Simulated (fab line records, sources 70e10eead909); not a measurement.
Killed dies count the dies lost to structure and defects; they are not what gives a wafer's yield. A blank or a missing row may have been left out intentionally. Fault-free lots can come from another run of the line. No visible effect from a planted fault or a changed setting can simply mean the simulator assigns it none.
Chamber matching || flow nandHarc || 4 sister chambers for NHARC_P_M2_STRIP_18 on rieDiel-06
The step strips in N2/H2. 4 wafers are shown with their chamber, then 12 later ones without.

== WAFERS, EACH WITH ITS CHAMBER ==
{"wafer": "L289.5", "chamber": 2, "drypumpMotorCurrentA (A)": 5.70}
{"wafer": "L295.2", "chamber": 0, "drypumpMotorCurrentA (A)": 5.64}
{"wafer": "L295.4", "chamber": 3, "drypumpMotorCurrentA (A)": 5.97}
{"wafer": "L295.5", "chamber": 1, "drypumpMotorCurrentA (A)": 5.92}

== WAFERS WITHOUT THEIR CHAMBER ==
{"wafer": "L293.1", "drypumpMotorCurrentA (A)": 5.64}
{"wafer": "L293.2", "drypumpMotorCurrentA (A)": 5.92}
{"wafer": "L293.4", "drypumpMotorCurrentA (A)": 5.73}
{"wafer": "L296.1", "drypumpMotorCurrentA (A)": 5.93}
{"wafer": "L296.4", "drypumpMotorCurrentA (A)": 5.74}
{"wafer": "L296.5", "drypumpMotorCurrentA (A)": 5.74}
{"wafer": "L300.1", "drypumpMotorCurrentA (A)": 5.67}
{"wafer": "L300.3", "drypumpMotorCurrentA (A)": 5.72}
{"wafer": "L300.4", "drypumpMotorCurrentA (A)": 5.92}
{"wafer": "L303.2", "drypumpMotorCurrentA (A)": 5.71}
{"wafer": "L303.5", "drypumpMotorCurrentA (A)": 5.91}
{"wafer": "L303.6", "drypumpMotorCurrentA (A)": 5.71}

== EACH ONE'S CHAMBER ==
{"wafer": "L293.1", "from the rows above": 0, "in truth": 0}
{"wafer": "L293.2", "from the rows above": 1, "in truth": 1}
{"wafer": "L293.4", "from the rows above": 2, "in truth": 2}
{"wafer": "L296.1", "from the rows above": "can't be placed: 1 or 3", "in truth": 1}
{"wafer": "L296.4", "from the rows above": 2, "in truth": 2}
{"wafer": "L296.5", "from the rows above": 2, "in truth": 2}
{"wafer": "L300.1", "from the rows above": "can't be placed: 0 or 2", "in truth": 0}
{"wafer": "L300.3", "from the rows above": 2, "in truth": 2}
{"wafer": "L300.4", "from the rows above": 1, "in truth": 1}
{"wafer": "L303.2", "from the rows above": 2, "in truth": 2}
{"wafer": "L303.5", "from the rows above": 1, "in truth": 1}
{"wafer": "L303.6", "from the rows above": 2, "in truth": 2}
Correctly placed: 10 of 12. From these rows, 2 cannot be placed; in 2 the true chamber is one of the candidates. Placed wrongly: 0.
How it was worked out, from the rows above alone: a wafer's distance from a chamber is the root of the sum, over the readings, of the square of ((its reading less the chamber's mean) divided by the reading's scatter). If the next closest chamber is less than 2 further off than the closest, the wafer can't be placed; otherwise it belongs to the closest. A chamber's mean is the mean of its shown wafers. The scatter (one wafer shown for each chamber): square how far every hidden wafer sits from the nearest shown wafer, average those squares and take the square root.
